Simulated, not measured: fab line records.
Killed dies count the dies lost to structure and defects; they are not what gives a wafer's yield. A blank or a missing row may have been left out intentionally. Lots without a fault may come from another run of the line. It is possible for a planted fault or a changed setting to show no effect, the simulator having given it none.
fab line records    flow nand-harc    part 1 of 2: steps 1 to 19 of 26
[record] lots = 5  wafers = 15  last-day = 24
route steps=1159 shown A_CONTACT@926
lots that met no fault: taken from a fault-free run of the same line
start-h: hours from the record's opening day to when the first of the lot's shown wafers began    wait-h: time in hours since the lot's previous step    " the same as in the row above    L1.1+2: one row covering several wafers at once    - either no value or no given start    * or withheld: withheld    < > ~ a bound
route shown NAME@n: names a module that has steps shown in the file, with the first one's number in the route    usual: the fault-free wafers' mean and standard deviation    same: alike in all rows    chamber/n: place in a boat    sites: per-site readings    _std_site: standard deviation across them    _edge_site: outer sites' mean less inner sites'    radius-mm: for every site, how far away it sits from the centre of the wafer    mask NAME#n: copy n    behind: the most recent tool/chamber to have shaped the wafer    hold: why the lot went on hold/how many hours it stayed there/how the hold came to an end    device: transistor that didn't switch, given as n, p or np    end of line: at the end of the route, the tests of the same wafers    for a step that has no rows: nothing shown but its recipe    killed: dies that structure and defects cost at the first sort, which is not the same as the wafer's yield    map: shows each die of a wafer: x if killed, . if not, _ if none is there
set.NAME: the setting as run; set.NAME@STEP: as run at that earlier step    model.NAME: the simulator's own value behind a step, which no gauge read
a table for each step, a row for each wafer; lots at some steps of the route
services: a tool's chamber out of use, with start hour (start-h, from the record's first day; less than 0 if before it), hours out, and reason
[[steps]]
[step NHARC_A_CONTACT_HMDS_01]
[recipe] time-s = 30
[usual] chill-plate-temp-C = 23.00/0.12  resist-line-temp-C = 23.01/0.11
lot.wafer  tool            chamber  start-h  wait-h  chill-plate-temp-C  resist-line-temp-C
L077.3     litho-track-01  0        -        -       23.17               22.94
L077.5     "               0        "        "       23.20               22.92
L077.6     "               0        "        "       23.08               22.88
L076.1     litho-track-06  0        -        -       22.90               23.23
L076.2     "               0        "        "       23.00               23.21
L076.4     "               0        "        "       22.92               23.20
L081.3     litho-track-06  0        -        -       22.96               22.99
L081.5     "               0        "        "       22.94               22.91
L081.6     "               0        "        "       23.13               23.05
L089.1     litho-track-01  0        -        -       22.91               23.16
L089.2     "               0        "        "       22.84               22.93
L089.3     "               0        "        "       22.85               23.11
L096.3     litho-track-01  0        -        -       23.04               23.01
L096.4     "               0        "        "       23.03               22.95
L096.5     "               0        "        "       23.12               23.07
[step NHARC_A_CONTACT_COAT_86]
[recipe] temp-c = 260  time-s = 75
[usual] chill-plate-temp-C = 22.99/0.1  resist-line-temp-C = 23.00/0.11
lot.wafer  tool            chamber  start-h  wait-h  chill-plate-temp-C  resist-line-temp-C
L077.3     litho-track-01  0        -        -       23.19               22.95
L077.5     "               0        "        "       23.09               22.90
L077.6     "               0        "        "       23.10               23.08
L076.1     litho-track-06  0        -        -       23.02               23.01
L076.2     "               0        "        "       23.30               23.02
L076.4     "               0        "        "       22.99               22.85
L081.3     litho-track-06  0        -        -       22.92               22.97
L081.5     "               0        "        "       23.00               23.10
L081.6     "               0        "        "       23.02               23.02
L089.1     litho-track-01  0        -        -       23.00               23.18
L089.2     "               0        "        "       22.98               23.09
L089.3     "               0        "        "       23.04               23.17
L096.3     litho-track-01  0        -        -       22.94               22.78
L096.4     "               0        "        "       22.91               22.82
L096.5     "               0        "        "       22.97               22.93
[step NHARC_A_CONTACT_COAT_87]
[recipe] temp-c = 225  time-s = 65
[usual] chill-plate-temp-C = 23.00/0.11  resist-line-temp-C = 22.99/0.1
lot.wafer  tool            chamber  start-h  wait-h  chill-plate-temp-C  resist-line-temp-C
L077.3     litho-track-01  0        -        -       22.87               22.83
L077.5     "               0        "        "       22.93               22.99
L077.6     "               0        "        "       22.91               22.85
L076.1     litho-track-06  0        -        -       22.99               22.89
L076.2     "               0        "        "       22.98               22.96
L076.4     "               0        "        "       22.89               23.01
L081.3     litho-track-06  0        -        -       23.02               23.05
L081.5     "               0        "        "       23.01               23.02
L081.6     "               0        "        "       23.11               23.02
L089.1     litho-track-01  0        -        -       23.03               22.74
L089.2     "               0        "        "       23.01               23.00
L089.3     "               0        "        "       23.07               22.79
L096.3     litho-track-01  0        -        -       22.98               23.23
L096.4     "               0        "        "       22.90               23.09
L096.5     "               0        "        "       22.86               23.05
[step NHARC_A_CONTACT_COAT_02]
[recipe] spin-rpm = 1500  resist-thk-nm = 90
[usual] chill-plate-temp-C = 22.99/0.084  resist-line-temp-C = 23.01/0.11
lot.wafer  tool            chamber  start-h  wait-h  chill-plate-temp-C  resist-line-temp-C
L077.3     litho-track-01  0        -        -       22.94               22.94
L077.5     "               0        "        "       22.87               22.89
L077.6     "               0        "        "       22.96               22.93
L076.1     litho-track-06  0        -        -       22.87               22.84
L076.2     "               0        "        "       23.00               23.07
L076.4     "               0        "        "       23.09               23.17
L081.3     litho-track-06  0        -        -       23.06               23.04
L081.5     "               0        "        "       23.17               23.29
L081.6     "               0        "        "       23.10               23.03
L089.1     litho-track-01  0        -        -       22.95               22.93
L089.2     "               0        "        "       23.05               22.93
L089.3     "               0        "        "       22.95               22.92
L096.3     litho-track-01  0        -        -       23.06               22.97
L096.4     "               0        "        "       22.97               22.78
L096.5     "               0        "        "       22.98               22.91
[step NHARC_A_CONTACT_SOFTBAKE_03]
[recipe] temp-c = 105  time-s = 55
[usual] chill-plate-temp-C = 23.01/0.12  resist-line-temp-C = 23.01/0.11
lot.wafer  tool            chamber  start-h  wait-h  chill-plate-temp-C  resist-line-temp-C
L077.3     litho-track-01  0        -        -       22.86               22.96
L077.5     "               0        "        "       23.16               22.77
L077.6     "               0        "        "       23.00               22.81
L076.1     litho-track-06  0        -        -       22.92               23.05
L076.2     "               0        "        "       22.96               23.08
L076.4     "               0        "        "       22.83               23.26
L081.3     litho-track-06  0        -        -       23.09               23.07
L081.5     "               0        "        "       23.05               22.89
L081.6     "               0        "        "       23.01               23.01
L089.1     litho-track-01  0        -        -       23.03               22.90
L089.2     "               0        "        "       22.96               22.80
L089.3     "               0        "        "       23.14               23.02
L096.3     litho-track-01  0        -        -       22.94               23.16
L096.4     "               0        "        "       23.07               23.12
L096.5     "               0        "        "       23.14               23.09
[step NHARC_A_CONTACT_EBR_04]
[usual] chill-plate-temp-C = 23.00/0.1  resist-line-temp-C = 23.01/0.11
lot.wafer  tool            chamber  start-h  wait-h  chill-plate-temp-C  resist-line-temp-C
L077.3     litho-track-01  0        -        -       22.98               22.95
L077.5     "               0        "        "       23.05               23.07
L077.6     "               0        "        "       23.25               22.84
L076.1     litho-track-06  0        -        -       23.02               23.10
L076.2     "               0        "        "       23.00               23.06
L076.4     "               0        "        "       23.02               23.14
L081.3     litho-track-06  0        -        -       23.14               22.87
L081.5     "               0        "        "       23.03               23.02
L081.6     "               0        "        "       22.92               23.04
L089.1     litho-track-01  0        -        -       23.02               22.93
L089.2     "               0        "        "       22.83               22.86
L089.3     "               0        "        "       22.83               22.93
L096.3     litho-track-01  0        -        -       22.94               23.07
L096.4     "               0        "        "       22.89               23.01
L096.5     "               0        "        "       23.10               22.86
[step NHARC_A_CONTACT_EXPOSE_05]
[recipe] na = 1.35  sigma-outer = 0.8  dose-mj = 84.24  mask-id = A_CC
lot.wafer   tool             chamber  start-h  wait-h  mask
L077.3+5+6  arfi-scanner-02  0        401.00   -       A_CC#0
L076.1+2+4  arfi-scanner-03  0        401.73   -       A_CC#0
L081.3+5+6  arfi-scanner-01  0        429.82   -       A_CC#0
L089.1+2+3  arfi-scanner-01  0        462.34   -       A_CC#0
L096.3+4+5  arfi-scanner-03  0        508.41   -       A_CC#0
[step NHARC_A_CONTACT_PEB_06]
[recipe] peb-temp-c = 100  peb-time-s = 65
[usual] chill-plate-temp-C = 23.01/0.1  resist-line-temp-C = 23.01/0.1
lot.wafer  tool            chamber  start-h  wait-h  chill-plate-temp-C  resist-line-temp-C
L077.3     litho-track-04  0        401.05   0.0     23.03               22.98
L077.5     "               0        "        "       23.18               22.91
L077.6     "               0        "        "       22.99               23.07
L076.1     litho-track-04  0        401.80   0.1     23.05               23.06
L076.2     "               0        "        "       22.93               23.03
L076.4     "               0        "        "       23.05               23.14
L081.3     litho-track-01  0        429.88   0.0     22.92               23.15
L081.5     "               0        "        "       23.04               23.00
L081.6     "               0        "        "       23.03               23.12
L089.1     litho-track-04  0        462.40   0.1     23.15               23.06
L089.2     "               0        "        "       22.93               22.97
L089.3     "               0        "        "       23.05               22.99
L096.3     litho-track-01  0        508.46   0.0     22.92               23.12
L096.4     "               0        "        "       22.96               23.08
L096.5     "               0        "        "       22.94               23.19
[step NHARC_A_CONTACT_DEVELOP_07]
[recipe] develop-time-s = 35  dev-temp-c = 23
[usual] chill-plate-temp-C = 23.02/0.11  developer-temp-C = 22.99/0.1  resist-line-temp-C = 23.02/0.11
lot.wafer  tool            chamber  start-h  wait-h  chill-plate-temp-C  developer-temp-C  resist-line-temp-C
L077.3     litho-track-04  0        -        -       22.96               23.08             22.99
L077.5     "               0        "        "       23.16               23.02             23.05
L077.6     "               0        "        "       23.22               23.12             22.95
L076.1     litho-track-04  0        -        -       23.05               22.97             23.13
L076.2     "               0        "        "       23.16               22.88             23.12
L076.4     "               0        "        "       22.70               23.09             23.00
L081.3     litho-track-01  0        -        -       23.22               23.06             23.20
L081.5     "               0        "        "       22.98               22.96             23.17
L081.6     "               0        "        "       22.88               23.05             23.03
L089.1     litho-track-04  0        -        -       23.02               23.04             23.05
L089.2     "               0        "        "       22.83               23.00             23.06
L089.3     "               0        "        "       22.76               22.84             23.03
L096.3     litho-track-01  0        -        -       22.97               22.99             22.87
L096.4     "               0        "        "       22.92               22.99             23.06
L096.5     "               0        "        "       23.05               23.09             22.98
[step NHARC_A_CONTACT_CD_MEAS_08]
[recipe] target-cd-nm = 100  landing-energy-ev = 500
[usual] cd-nm = 99.8/0.59
lot.wafer  tool       chamber  start-h  wait-h  cd-nm
L077.3     cd-sem-01  0        401.13   -       100.0
L077.5     "          0        "        "       99.2
L077.6     "          0        "        "       99.6
L076.1     cd-sem-01  0        401.87   -       98.5
L076.2     "          0        "        "       99.9
L076.4     "          0        "        "       99.5
L081.3     cd-sem-02  0        429.96   -       99.7
L081.5     "          0        "        "       101.3
L081.6     "          0        "        "       101.3
L089.1     cd-sem-03  0        462.48   -       99.8
L089.2     "          0        "        "       99.1
L089.3     "          0        "        "       99.9
L096.3     cd-sem-03  0        508.55   -       100.8
L096.4     "          0        "        "       100.5
L096.5     "          0        "        "       100.5
[step NHARC_A_CONTACT_OVL_MEAS_09]
[usual] overlay-x-nm = 0.2/0.79  overlay-y-nm = 0.0/0.79
lot.wafer  tool        chamber  start-h  wait-h  overlay-x-nm  overlay-y-nm
L077.3     overlay-01  -        401.22   -       1.6           0.9
L077.5     "           -        "        "       0.5           0.7
L077.6     "           -        "        "       1.1           0.1
L076.1     overlay-02  -        401.96   -       0.7           -0.1
L076.2     "           -        "        "       0.8           0.5
L076.4     "           -        "        "       0.5           -0.2
L081.3     overlay-02  -        430.04   -       -0.8          0.5
L081.5     "           -        "        "       -0.6          0.3
L081.6     "           -        "        "       -1.0          0.4
L089.1     overlay-02  -        462.56   -       1.9           0.3
L089.2     "           -        "        "       1.7           0.2
L089.3     "           -        "        "       2.3           0.2
L096.3     overlay-01  -        508.63   -       -0.3          -0.8
L096.4     "           -        "        "       -0.5          -0.8
L096.5     "           -        "        "       -0.6          -0.5
[step NHARC_A_CONTACT_INSPECT_10]
[usual] raw-defect-count = 31/14
lot.wafer  tool               chamber  start-h  wait-h  raw-defect-count
L077.3     defect-inspect-01  -        401.25   0.0     10
L077.5     "                  -        "        "       16
L077.6     "                  -        "        "       12
L076.1     defect-inspect-02  -        402.00   0.0     33
L076.2     "                  -        "        "       20
L076.4     "                  -        "        "       15
L081.3     defect-inspect-01  -        430.08   0.0     23
L081.5     "                  -        "        "       20
L081.6     "                  -        "        "       30
L089.1     defect-inspect-02  -        462.60   0.0     9
L089.2     "                  -        "        "       19
L089.3     "                  -        "        "       12
L096.3     defect-inspect-02  -        508.67   0.0     43
L096.4     "                  -        "        "       34
L096.5     "                  -        "        "       37
[step NHARC_A_CONTACT_DESCUM_13]
[recipe] time-s = 3  o2-flow-sccm = 200  ar-flow-sccm = 0  bias-power-w = 0  chemistry = O2
[usual] drypump-motor-current-A = 5.9/0.31  oes-product-au = 1.004/0.0087  rf-vpp-V = 57.9/0.83  showerhead-plenum-p-Torr = 1.94/0.073  throttle-valve-pct = 11.312/0.0082
lot.wafer  tool         chamber  start-h  wait-h  drypump-motor-current-A  oes-product-au  rf-hours-counter-h  rf-vpp-V  showerhead-plenum-p-Torr  throttle-valve-pct
L077.3     rie-diel-02  2        401.32   0.1     5.2                      1.000           21                  55.5      1.87                      11.325
L077.5     "            1        "        "       5.4                      0.994           -                   56.9      1.84                      11.314
L077.6     "            2        "        "       5.2                      0.995           -                   59.6      1.87                      11.321
L076.1     rie-diel-07  1        402.06   0.1     5.9                      1.019           33                  57.0      2.01                      11.299
L076.4     "            3        "        "       6.2                      1.007           32                  58.1      1.81                      11.324
L076.2     "            0        "        "       5.6                      1.007           31                  57.8      1.96                      11.305
L081.3     rie-diel-07  1        430.15   0.1     5.9                      0.993           4                   59.0      2.00                      11.311
L081.6     "            0        "        "       5.6                      1.007           -                   58.3      1.96                      11.314
L081.5     "            1        "        "       5.9                      1.004           -                   58.0      2.00                      11.319
L089.3     rie-diel-07  0        462.66   0.1     5.6                      0.993           12                  57.8      1.95                      11.306
L089.1     "            1        "        "       5.9                      1.001           12                  57.9      2.00                      11.321
L089.2     "            3        "        "       6.2                      1.018           11                  56.7      1.81                      11.316
L096.3     rie-diel-06  3        508.73   0.1     6.0                      1.007           32                  57.3      1.98                      11.305
L096.4     "            3        "        "       6.0                      1.007           -                   57.0      1.98                      11.317
L096.5     "            2        "        "       5.4                      1.010           -                   57.3      1.93                      11.299
[step NHARC_A_CONTACT_ETCH_88]
[recipe] target-depth-a = 390  over-etch-frac = 0.3  time-s = 65  ion-energy-ev = 80  cf4-flow-sccm = 150  ar-flow-sccm = 0  rf-w = 300  bias-w = 100  chemistry = CF4
[usual] drypump-motor-current-A = 5.9/0.31  oes-product-au = 1.002/0.009  rf-vpp-V = 151.6/1.2  showerhead-plenum-p-Torr = 1.79/0.064  throttle-valve-pct = 13.285/0.0087
[same] over-etch-frac = 0.3
lot.wafer  tool         chamber  start-h  wait-h  drypump-motor-current-A  oes-product-au  rf-hours-counter-h  rf-vpp-V  showerhead-plenum-p-Torr  throttle-valve-pct
L077.3     rie-diel-02  3        401.40   0.1     6.3                      1.019           24                  150.9     1.77                      13.287
L077.6     "            3        "        "       6.3                      1.014           -                   152.7     1.77                      13.284
L077.5     "            0        "        "       6.1                      1.008           -                   149.9     1.68                      13.280
L076.2     rie-diel-07  1        402.15   0.1     5.9                      1.014           33                  152.3     1.85                      13.274
L076.1     "            2        "        "       6.2                      1.008           34                  152.1     1.82                      13.284
L076.4     "            3        "        "       6.2                      1.020           32                  148.6     1.68                      13.292
L081.3     rie-diel-07  2        430.24   0.1     6.2                      0.994           3                   149.7     1.82                      13.304
L081.6     "            0        "        "       5.6                      0.989           -                   152.0     1.80                      13.277
L081.5     "            1        "        "       5.9                      0.983           -                   152.3     1.85                      13.285
L089.3     rie-diel-07  2        463.21   0.5     6.2                      0.988           12                  152.3     1.82                      13.284
L089.1     "            0        "        "       5.6                      0.996           12                  151.8     1.80                      13.288
L089.2     "            1        "        "       5.9                      0.997           13                  151.5     1.84                      13.283
L096.3     rie-diel-06  1        508.85   0.1     6.0                      0.997           29                  153.1     1.88                      13.285
L096.4     "            3        "        "       6.0                      1.002           -                   152.9     1.82                      13.270
L096.5     "            1        "        "       6.0                      1.004           -                   153.2     1.88                      13.284
[step NHARC_A_CONTACT_ETCH_89]
[recipe] target-depth-a = 2600  over-etch-frac = 0.3  time-s = 475.3  ion-energy-ev = 200  n2-flow-sccm = 150  h2-flow-sccm = 150  ar-flow-sccm = 0  rf-w = 400  bias-w = 150  chemistry = N2/H2
[usual] drypump-motor-current-A = 5.9/0.32  n2-flow-sccm = 150.1/0.46  oes-product-au = 1.002/0.0094  rf-vpp-V = 431.2/2.4  showerhead-plenum-p-Torr = 2.07/0.082  throttle-valve-pct = 14.170/0.0081
[same] over-etch-frac = 0.3
lot.wafer  tool         chamber  start-h  wait-h  drypump-motor-current-A  n2-flow-sccm  oes-product-au  rf-hours-counter-h  rf-vpp-V  showerhead-plenum-p-Torr  throttle-valve-pct
L077.3     rie-diel-02  0        -        -       6.0                      150.5         0.987           26                  428.1     1.93                      14.175
L077.5     "            3        "        "       6.3                      150.8         1.007           -                   432.4     2.04                      14.171
L077.6     "            0        "        "       6.0                      150.2         0.996           -                   427.0     1.93                      14.162
L076.1     rie-diel-07  0        -        -       5.6                      150.7         0.990           31                  432.0     2.09                      14.178
L076.4     "            1        "        "       5.9                      150.5         0.999           33                  432.1     2.14                      14.173
L076.2     "            3        "        "       6.2                      150.0         1.009           32                  425.5     1.93                      14.172
L081.3     rie-diel-07  3        -        -       6.2                      150.2         1.010           3                   427.8     1.93                      14.162
L081.5     "            1        "        "       5.9                      150.3         1.000           -                   432.2     2.14                      14.178
L081.6     "            2        "        "       6.2                      150.1         1.003           -                   431.2     2.10                      14.165
L089.3     rie-diel-07  1        -        -       5.9                      149.6         1.005           13                  432.0     2.14                      14.164
L089.1     "            2        "        "       6.2                      150.0         0.987           12                  431.8     2.10                      14.168
L089.2     "            3        "        "       6.2                      149.3         1.008           11                  428.3     1.93                      14.168
L096.3     rie-diel-06  1        -        -       6.0                      150.1         1.009           30                  434.0     2.18                      14.176
L096.5     "            1        "        "       6.0                      150.4         0.995           -                   432.7     2.18                      14.168
L096.4     "            3        "        "       6.0                      149.3         1.008           -                   432.7     2.11                      14.156
[step NHARC_A_CONTACT_ETCH_30]
[recipe] target-depth-a = 605  time-s = 30.2  cf4-flow-sccm = 100  chf3-flow-sccm = 30  ar-flow-sccm = 0  rf-w = 500  bias-w = 200  chemistry = CF4/CHF3
[usual] drypump-motor-current-A = 5.9/0.31  oes-product-au = 0.938/0.021  rf-vpp-V = 371.2/2.1  showerhead-plenum-p-Torr = 1.59/0.059  throttle-valve-pct = 16.803/0.0093
lot.wafer  tool         chamber  start-h  wait-h  drypump-motor-current-A  oes-product-au  rf-hours-counter-h  rf-vpp-V  showerhead-plenum-p-Torr  throttle-valve-pct
L077.3     rie-diel-02  2        -        -       5.2                      0.916           21                  369.2     1.54                      16.793
L077.5     "            2        "        "       5.2                      0.913           -                   368.4     1.54                      16.804
L077.6     "            3        "        "       6.3                      0.929           -                   371.8     1.58                      16.810
L076.2     rie-diel-07  0        -        -       5.6                      0.935           31                  371.7     1.61                      16.800
L076.1     "            1        "        "       5.9                      0.936           33                  373.2     1.65                      16.802
L076.4     "            3        "        "       6.2                      0.938           32                  367.8     1.50                      16.801
L081.3     rie-diel-07  2        -        -       6.2                      0.981           3                   371.7     1.62                      16.798
L081.5     "            2        "        "       6.2                      0.983           -                   372.5     1.62                      16.806
L081.6     "            3        "        "       6.2                      0.990           -                   366.9     1.50                      16.789
L089.2     rie-diel-07  0        -        -       5.6                      0.920           12                  369.9     1.60                      16.808
L089.1     "            1        "        "       5.9                      0.922           13                  371.7     1.64                      16.792
L089.3     "            3        "        "       6.2                      0.934           11                  367.7     1.49                      16.820
L096.3     rie-diel-06  3        -        -       6.0                      0.924           33                  372.1     1.62                      16.798
L096.5     "            3        "        "       6.0                      0.910           -                   373.0     1.62                      16.798
L096.4     "            2        "        "       5.5                      0.930           -                   370.3     1.59                      16.793
[step NHARC_A_CONTACT_ETCH_31]
[recipe] target-depth-a = 20000  over-etch-frac = 0.3  time-s = 520  ion-energy-ev = 150  o2-flow-sccm = 400  cos-flow-sccm = 20  ar-flow-sccm = 0  rf-w = 500  bias-w = 300  chemistry = O2/COS
[usual] drypump-motor-current-A = 5.9/0.32  oes-product-au = 1.003/0.0081  rf-vpp-V = 314.7/1.8  showerhead-plenum-p-Torr = 3.16/0.11  throttle-valve-pct = 28.329/0.0099
[same] over-etch-frac = 0.3
lot.wafer  tool         chamber  start-h  wait-h  drypump-motor-current-A  oes-product-au  rf-hours-counter-h  rf-vpp-V  showerhead-plenum-p-Torr  throttle-valve-pct
L077.3     rie-diel-02  2        -        -       5.2                      0.998           21                  312.4     3.06                      28.332
L077.5     "            2        "        "       5.2                      0.993           -                   313.5     3.06                      28.324
L077.6     "            3        "        "       6.3                      1.016           -                   314.6     3.13                      28.334
L076.2     rie-diel-07  3        -        -       6.2                      1.017           32                  312.8     2.97                      28.345
L076.4     "            0        "        "       5.6                      1.010           31                  315.2     3.19                      28.318
L076.1     "            1        "        "       5.9                      1.014           33                  316.0     3.26                      28.340
L081.3     rie-diel-07  2        -        -       6.2                      1.008           4                   316.0     3.21                      28.337
L081.5     "            3        "        "       6.2                      1.013           -                   310.6     2.97                      28.334
L081.6     "            0        "        "       5.6                      1.004           -                   315.4     3.19                      28.330
L089.1     rie-diel-07  2        -        -       6.2                      1.002           12                  316.4     3.21                      28.333
L089.3     "            3        "        "       6.2                      1.009           11                  313.2     2.96                      28.338
L089.2     "            0        "        "       5.7                      1.000           12                  314.3     3.18                      28.328
L096.3     rie-diel-06  2        -        -       5.5                      1.002           29                  315.8     3.14                      28.307
L096.4     "            3        "        "       6.0                      1.005           -                   315.5     3.22                      28.320
L096.5     "            2        "        "       5.5                      1.008           -                   314.7     3.14                      28.324
[step NHARC_A_CONTACT_ETCH_134]
[recipe] source-w = withheld  pressure-mtorr = 20  bias-v = withheld  time-s = 140  target-depth-a = 7000  ar-flow-sccm = withheld  c4f8-flow-sccm = withheld  o2-flow-sccm = withheld  chemistry = C4F8/O2/Ar
[usual] oes-air-line-au = 1.001/0.02
lot.wafer  tool             chamber  start-h  wait-h  oes-air-line-au  rf-hours-counter-h
L077.3     har-cap-etch-03  1        402.85   -       0.976            -
L077.5     "                0        "        "       0.991            -
L077.6     "                1        "        "       0.980            -
L076.2     har-cap-etch-01  1        403.05   -       1.002            63
L076.1     "                0        "        "       0.997            63
L076.4     "                0        "        "       1.005            -
L081.3     har-cap-etch-02  1        431.22   -       0.985            -
L081.5     "                1        "        "       0.988            -
L081.6     "                0        "        "       0.991            -
L089.2     har-cap-etch-01  1        464.12   -       0.986            77
L089.1     "                0        "        "       1.026            77
L089.3     "                0        "        "       0.993            -
L096.3     har-cap-etch-02  1        510.00   -       1.011            -
L096.4     "                0        "        "       0.983            -
L096.5     "                0        "        "       1.000            -
[step NHARC_A_CONTACT_ETCH_135]
[recipe] source-w = withheld  pressure-mtorr = 20  bias-v = 3000  time-s = 132  target-depth-a = 12870  ar-flow-sccm = withheld  c4f8-flow-sccm = withheld  o2-flow-sccm = withheld  chemistry = C4F8/O2/Ar
[usual] oes-air-line-au = 1.002/0.019
lot.wafer  tool             chamber  start-h  wait-h  oes-air-line-au  rf-hours-counter-h
L077.3     har-cap-etch-03  1        403.01   0.1     1.034            -
L077.5     "                0        "        "       0.994            -
L077.6     "                1        "        "       1.013            -
L076.2     har-cap-etch-01  1        403.32   0.2     0.989            63
L076.1     "                0        "        "       0.980            63
L076.4     "                0        "        "       0.969            -
L081.3     har-cap-etch-02  1        431.39   0.1     0.986            -
L081.5     "                1        "        "       0.977            -
L081.6     "                0        "        "       1.007            -
L089.2     har-cap-etch-01  1        464.32   0.2     0.948            77
L089.1     "                0        "        "       0.993            77
L089.3     "                0        "        "       1.017            -
L096.3     har-cap-etch-02  1        510.23   0.2     0.990            -
L096.4     "                0        "        "       1.017            -
L096.5     "                0        "        "       0.997            -
